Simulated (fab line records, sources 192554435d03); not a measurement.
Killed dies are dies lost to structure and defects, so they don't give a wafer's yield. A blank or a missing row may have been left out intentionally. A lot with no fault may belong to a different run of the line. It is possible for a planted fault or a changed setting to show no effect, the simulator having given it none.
Struck lot and sound lot, side by side + flow n5-finfet + 43 out of 1938 route steps
Sound: the wafers L660.2, L660.4, L660.5. Struck: wafers L672.1, L672.4, L672.6. The cause comes at the end.
Each step with rows lists, per side, the tool, then ch with its chambers, then its first start. Under that, the readings that differ: sound wafers + struck wafers + difference of the means + sigmas: that difference in standard deviations of wafers without a fault.
alike: words and numbers the same on both sides, and readings whose means are apart by under 2 such deviations; not compared: readings that were withheld, readings missing a value for some wafer, numbers with overlapping values and no deviation given by the record, and bounds like >300 which may hide the same value.
Wherever a step has rows on one side only, a row that says differs or no value, or a row with sigmas, the two part there. Non-overlapping numbers with no deviation appear without sigmas and do not part them. A reading that every wafer of one side lacks parts them only if that side has two wafers or more.

first, 11 steps without rows for these wafers: N5_BEOL_M4_DESCUM_33 (chemistry O2, time 7 s); N5_BEOL_M4_ETCH_77 (etches underlayer in N2/H2, target depth 6.5 nm, time 5.2 s); N5_BEOL_M4_ETCH_69 (etches SiARC in CF4, target depth 15.6 nm, time 26 s); N5_BEOL_M4_ALD_98 (deposits SiO2, target thk 2.5 nm, pulse time 1 s, co reactant pulse time 1 s); N5_BEOL_M4_ETCHBACK_99 (etches SiO2 in CHF3, target depth 5 nm, time 10.4 s); N5_BEOL_M4_ETCH_70 (etches SOC in N2/H2, target depth 80 nm, overetch 24 nm, time 130 s); N5_BEOL_M4_STRIP_71 (strips in N2/H2); N5_BEOL_M4_STRIP_78 (strips in N2/H2); N5_BEOL_M4_VIA_ETCH_34 (etches the open film in C4F6/O2, target depth 69.4 nm, time 65.9 s); N5_BEOL_M4_STRIP_83 (strips in C4F6/O2); N5_BEOL_M4_STRIP_36 (strips in N2/H2).
N5_BEOL_M4_TRENCH_ETCH_37: etches SiOC in C4F6/O2, target depth 55.555 nm, time 29.2 s.
  sound on rie-diel-03 ch 0,2,3, day 8 15:27; struck on rie-diel-01 ch 0,1,2, day 12 06:26
  no value came back on the struck wafers for any of 9 readings (C4F6_flow_sccm (sccm), O2_flow_sccm (sccm) and others); on the sound wafers C4F6_flow_sccm (sccm) reads 10.008 9.965 10.030
| reading                                    | sound      | struck       | difference | sigmas |
|--------------------------------------------|------------|--------------|------------|--------|
| model.TiN_of_BEOL_M4_HM_DEP_02.thk-nm (nm) | 18.2 18 18 | 20 20.2 20.2 | +2         |        |
  not compared: rf-hours-counter-h
then, 2 steps without rows for these wafers: N5_BEOL_M4_ETCH_41 (etches SiCN in CH3F/O2, target depth 29.9 nm, time 52.5 s); N5_BEOL_M4_STRIP_97 (strips in N2/H2, time 10 s).
N5_BEOL_M4_OCD_MEAS_38:
  sound on ocd-02 at day 8 15:37; struck on ocd-02 at day 12 06:35
| reading              | sound          | struck      | difference | sigmas |
|----------------------|----------------|-------------|------------|--------|
| trench-depth-nm (nm) | 55.0 55.4 55.0 | 0.0 0.2 0.3 | -55.0      | -42    |
then, 25 steps without rows for these wafers: N5_BEOL_M4_HM_STRIP_39 (strips TiN in peroxide tin strip, target depth 25 nm, time 158 s); N5_BEOL_M4_SRD_40 (time 30 s); N5_BEOL_M4_PRECLEAN_42 (cleans in residue remover, time 60 s); N5_BEOL_M4_SRD_43 (time 30 s); N5_BEOL_M4_DEGAS_44 (time 60 s); N5_BEOL_M4_PRE_CLEAN_45 (time 30 s); N5_BEOL_M4_ALD_84 (deposits TaN, pulse time 2 s, purge time 3 s, co reactant purge time 2 s); N5_BEOL_M4_SURFACE_TREAT_85; N5_BEOL_M4_CVD_47 (deposits Co from CCTBA/H2, target thk 3 nm, time 223.8 s); N5_BEOL_M4_SPUTTER_48 (material Cu, target thk 4.5 nm, time 8.29 s); N5_BEOL_M4_ANNEAL_49 (time 240 s); N5_BEOL_M4_SPUTTER_79 (material Cu, target thk 4.5 nm, time 8.29 s); N5_BEOL_M4_ANNEAL_80 (time 240 s); N5_BEOL_M4_SPUTTER_81 (material Cu, target thk 4.5 nm, time 8.29 s); N5_BEOL_M4_ANNEAL_82 (time 240 s); N5_BEOL_M4_SPUTTER_86 (material Cu, target thk 4.5 nm, time 8.29 s); N5_BEOL_M4_ANNEAL_87 (time 240 s); N5_BEOL_M4_SPUTTER_88 (material Cu, target thk 4.5 nm, time 8.29 s); N5_BEOL_M4_ANNEAL_89 (time 240 s); N5_BEOL_M4_SPUTTER_90 (material Cu, target thk 4.5 nm, time 8.29 s); N5_BEOL_M4_ANNEAL_91 (time 240 s); N5_BEOL_M4_SPUTTER_92 (material Cu, target thk 4.5 nm, time 8.29 s); N5_BEOL_M4_ANNEAL_93 (time 240 s); N5_BEOL_M4_SPUTTER_94 (material Cu, target thk 4.5 nm, time 8.29 s); N5_BEOL_M4_ANNEAL_95 (time 240 s).
N5_BEOL_M4_CMP_52: polishes, stops on SiOC, t overpolish 6.8 s, target thk 40 nm.
  sound on cmp-03 ch 0,1,3, day 8 19:03; struck on cmp-01 ch 1,3, day 12 10:01
| reading                                | sound        | struck | difference | sigmas |
|----------------------------------------|--------------|--------|------------|--------|
| model.Cu_of_BEOL_M4_ECD_50.thk-nm (nm) | 37.4 40.2 38 | 0 0 0  | -39        |        |
  alike: edge-zone-pressure-frac, head-pressure-psi, motor-current-A
N5_BEOL_M4_RC_MEAS_101:
  the record has rows for the sound wafers here (prober-01 ch 0, day 8 19:48) and none for the struck ones
-- a jump in the record: the struck wafers' starts before and after are 5 days apart (it breaks off in module BEOL_M4 and resumes in module PASSIVATION, where the first step shown is number 1936 of the route) --
N5_PASSIVATION_PROBE_49:
  sound on prober-02 at day 13 01:10; struck on prober-01 at day 16 22:18
| reading                  | sound          | struck         | difference | sigmas      |
|--------------------------|----------------|----------------|------------|-------------|
| defect-limited-yield (%) | 90.2 87.6 89.3 | 0 0 0          | -89        | -59         |
| killed_at_M4_up          | 17 15 20       | 1089 1087 1065 | +1063      | +99 or more |
| killed-dies              | 116 146 126    | 1180 1180 1180 | +1051      | +58         |
| killed-on-rim            | 16 19 14       | 152 152 152    | +136       | +38         |
| sort_bin_5_function (%)  | 5.8 6.5 6.7    | 96.5 96.5 95.8 | +89.9      | +99         |
| sort-n-pass              | 1064 1034 1054 | 0 0 0          | -1051      | -58         |
| sort-yield-pct (%)       | 90.2 87.6 89.3 | 0 0 0          | -89        | -59         |
  alike: killed_at_M0_to_M3, killed-at-contacts, killed-at-front-end, killed-at-other, killed-open, killed-short, sort_bin_6_memory

## WHERE THEY PART
Last at N5_PASSIVATION_PROBE_49 as far as this record goes, first at N5_BEOL_M4_TRENCH_ETCH_37.

WHY: what the simulator had put in
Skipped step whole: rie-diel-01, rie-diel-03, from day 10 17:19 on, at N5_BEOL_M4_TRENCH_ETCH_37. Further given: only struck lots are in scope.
